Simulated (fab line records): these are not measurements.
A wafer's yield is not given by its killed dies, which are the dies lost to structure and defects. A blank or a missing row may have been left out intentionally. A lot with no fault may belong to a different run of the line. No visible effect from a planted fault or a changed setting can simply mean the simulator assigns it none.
Chamber matching / flow n5_finfet / N5_BEOL_M1_ETCH_69 on rie_diel-05 has 4 sister chambers
The step etches SiARC in CF4, target depth 15.6 nm, time 26 s. 4 wafers are shown with their chamber, then 10 later ones without.

## WAFERS PAIRED WITH THEIR CHAMBERS
wafer=L081.2; chamber=3; showerhead_plenum_p_Torr (Torr)=2.23
wafer=L082.1; chamber=2; showerhead_plenum_p_Torr (Torr)=2.20
wafer=L084.1; chamber=0; showerhead_plenum_p_Torr (Torr)=2.03
wafer=L084.3; chamber=1; showerhead_plenum_p_Torr (Torr)=2.17

## WAFERS MISSING THEIR CHAMBER
wafer=L084.6; showerhead_plenum_p_Torr (Torr)=2.20
wafer=L085.2; showerhead_plenum_p_Torr (Torr)=2.20
wafer=L085.3; showerhead_plenum_p_Torr (Torr)=2.17
wafer=L085.6; showerhead_plenum_p_Torr (Torr)=2.03
wafer=L090.1; showerhead_plenum_p_Torr (Torr)=2.17
wafer=L090.3; showerhead_plenum_p_Torr (Torr)=2.22
wafer=L090.5; showerhead_plenum_p_Torr (Torr)=2.17
wafer=L095.1; showerhead_plenum_p_Torr (Torr)=2.02
wafer=L095.3; showerhead_plenum_p_Torr (Torr)=2.22
wafer=L095.4; showerhead_plenum_p_Torr (Torr)=2.20

## WHICH CHAMBER EACH WENT THROUGH
wafer=L084.6; from the rows above=2; in truth=2
wafer=L085.2; from the rows above=2; in truth=2
wafer=L085.3; from the rows above=1; in truth=1
wafer=L085.6; from the rows above=0; in truth=0
wafer=L090.1; from the rows above=1; in truth=1
wafer=L090.3; from the rows above=can't be placed: 3 or 2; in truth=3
wafer=L090.5; from the rows above=1; in truth=1
wafer=L095.1; from the rows above=0; in truth=0
wafer=L095.3; from the rows above=can't be placed: 3 or 2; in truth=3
wafer=L095.4; from the rows above=2; in truth=2
Placed correctly: 8 of 10. Not placeable from these rows: 2 (in 2, the candidates include the true chamber). 0 placed wrongly.
How it was worked out, from the rows above alone: a wafer's distance from a chamber is the root of the sum, over the readings, of the square of ((its reading less the chamber's mean) divided by the reading's scatter). The wafer belongs to the nearest chamber; if the next one is less than 2 further off, it can't be placed. The mean given for a chamber averages the wafers shown for that chamber. The scatter: root of mean squared gap, hidden wafer to nearest shown wafer, with one shown wafer a chamber.
